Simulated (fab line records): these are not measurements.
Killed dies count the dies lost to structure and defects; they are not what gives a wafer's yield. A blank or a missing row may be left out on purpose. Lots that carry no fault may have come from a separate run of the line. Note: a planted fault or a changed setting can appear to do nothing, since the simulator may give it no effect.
Split-lot study -- flow n5Finfet -- route with 1938 steps; 7 lots, 39 wafers read

ON THE SPLIT
At N5_BEOL_M4_ILD_DEP_00 (deposits SiOC from DEMS/O2, target thk 79 nm, time 15.3 s), the setting timeS was moved away from the recipe's 15.3 s on 6 of the 39 wafers read, by -20.0% to +45.0%. For the rest of the wafers, this setting stayed at what the recipe calls for.

The file shows no step between the split and the reading.

THE READING
M4_ILD_THK in nanometres, read at N5_BEOL_M4_THK_MEAS_01. A value of 79.1 nm with a standard deviation of 1.2 nm is what fault-free wafers of this fab line usually give.

wafer,"tool, chamber at the split","timeS as run, s",against the recipe,"M4_ILD_THK, nm",against lot-mates on the recipe
L078.1,"pecvd-03, 2",15.3,recipe,79.1,-
L078.2,"pecvd-03, 1",15.3,recipe,78.2,-
L078.3,"pecvd-03, 0",15.3,recipe,79.4,-
L078.4,"pecvd-03, 2",22.19,+45.0%,115.9,+37.0
L078.5,"pecvd-03, 1",22.19,+45.0%,114.7,+35.8
L078.6,"pecvd-03, 0",22.19,+45.0%,116.1,+37.2
L081.1,"pecvd-01, 1",12.24,-20.0%,61.2,-18.5
L081.2,"pecvd-01, 0",15.3,recipe,79.2,-
L081.3,"pecvd-01, 1",12.24,-20.0%,62.7,-17.0
L081.4,"pecvd-01, 0",15.3,recipe,79.3,-
L081.5,"pecvd-01, 1",12.24,-20.0%,62.8,-16.9
L081.6,"pecvd-01, 0",15.3,recipe,80.5,-
L089.1,"pecvd-03, 0,2",15.3,recipe,78.6,-
L089.2,"pecvd-03, 1",15.3,recipe,77.5,-
L089.3,"pecvd-03, 0,2",15.3,recipe,78.5,-
L089.4,"pecvd-03, 2",15.3,recipe,81.1,-
L089.5,"pecvd-03, 1",15.3,recipe,79.3,-
L089.6,"pecvd-03, 0",15.3,recipe,79.9,-
L090.3,"pecvd-01, 0",15.3,recipe,77.1,-
L090.5,"pecvd-01, 2",15.3,recipe,79.7,-
L090.6,"pecvd-01, 1",15.3,recipe,77.8,-
L091.1,"pecvd-04, 2",15.3,recipe,79.0,-
L091.2,"pecvd-04, 0",15.3,recipe,78.8,-
L091.3,"pecvd-04, 1",15.3,recipe,78.4,-
L091.4,"pecvd-04, 0",15.3,recipe,79.9,-
L091.5,"pecvd-04, 1",15.3,recipe,80.5,-
L091.6,"pecvd-04, 2",15.3,recipe,80.7,-
L093.1,"pecvd-01, 1",15.3,recipe,76.5,-
L093.2,"pecvd-01, 0",15.3,recipe,78.7,-
L093.3,"pecvd-01, 2,1",15.3,recipe,78.5,-
L093.4,"pecvd-01, 2,1",15.3,recipe,78.3,-
L093.5,"pecvd-01, 2",15.3,recipe,80.2,-
L093.6,"pecvd-01, 0",15.3,recipe,79.9,-
L094.1,"pecvd-03, 0",15.3,recipe,79.2,-
L094.2,"pecvd-03, 2",15.3,recipe,78.9,-
L094.3,"pecvd-03, 1",15.3,recipe,78.5,-
L094.4,"pecvd-03, 0",15.3,recipe,80.1,-
L094.5,"pecvd-03, 2",15.3,recipe,79.1,-
L094.6,"pecvd-03, 1",15.3,recipe,79.4,-
If several chambers appear in one row, that row covers several wafers at once and the file leaves open which wafer was in which chamber.

THE FIT
A straight line over all 39 wafers: M4_ILD_THK changes by +0.816 nm for each +1% of timeS; r = +1.00; the points scatter about the line by 1 nm.
The same after taking each lot's own level away (the mean of its wafers on the recipe; 39 wafers): +0.825 nm for each +1%; r = +1.00; scatter 0.95 nm.
That fit puts the effect of the largest move of timeS on the reading at 37 nm.
Across the lots, their own levels run from 78.20 to 79.67 nm, a range of 1.2 times the standard deviation given above.
So the lot-to-lot level changes the slope little: the two slopes agree.
Check: with one of the wafers moved furthest among these (+45.0%) left out of the fit, the line predicts +37 nm for it against its lot-mates. It came out at +37 nm against them.

ADDITIONAL SPLITS CARRIED BY THESE WAFERS
Note: prior to the reading, these wafers also went through further splits. Each is held against what the fit with the lots' levels taken away leaves over:
other split on the same wafers,wafers away from the commonest value,r with M4_ILD_THK (lot level and that fit taken away)
N5_ZERO_LAYER_PECVD_02 timeS,15,+0.05
N5_FIN_SAQP_SPACER1_ALD_24 aldCycles,9,+0.03
N5_HKMG_FIN_ALD_75 targetThkA,18,+0.01
N5_MOL_CONTACT_COAG_SPUTTER_143 targetThkA,12,+0.09
N5_BEOL_M0_CUTY_ETCH_63 timeS,12,+0.15
N5_BEOL_M1_DEP_57 targetThkA,9,-0.05

THE WHOLE CHAIN: every reading that the file lists as answering this split, in the file's order
step,what it does,reading,change (the file's fit),r (the file's)
N5_BEOL_M4_ILD_DEP_00,"deposits SiOC from DEMS/O2, target thk 79 nm, time 15.3 s","SiOC_of_BEOL_M4_ILD_DEP_00.thkNm (the simulator's own value, which no gauge read)",+0.822 nm for each +1% of the setting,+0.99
N5_BEOL_M4_THK_MEAS_01,,M4_ILD_THK,+0.823 for each +1% of the setting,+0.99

THE FILE'S OWN FIT
M4_ILD_THK changes by +0.823 nm for each +1% of timeS, r = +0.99.
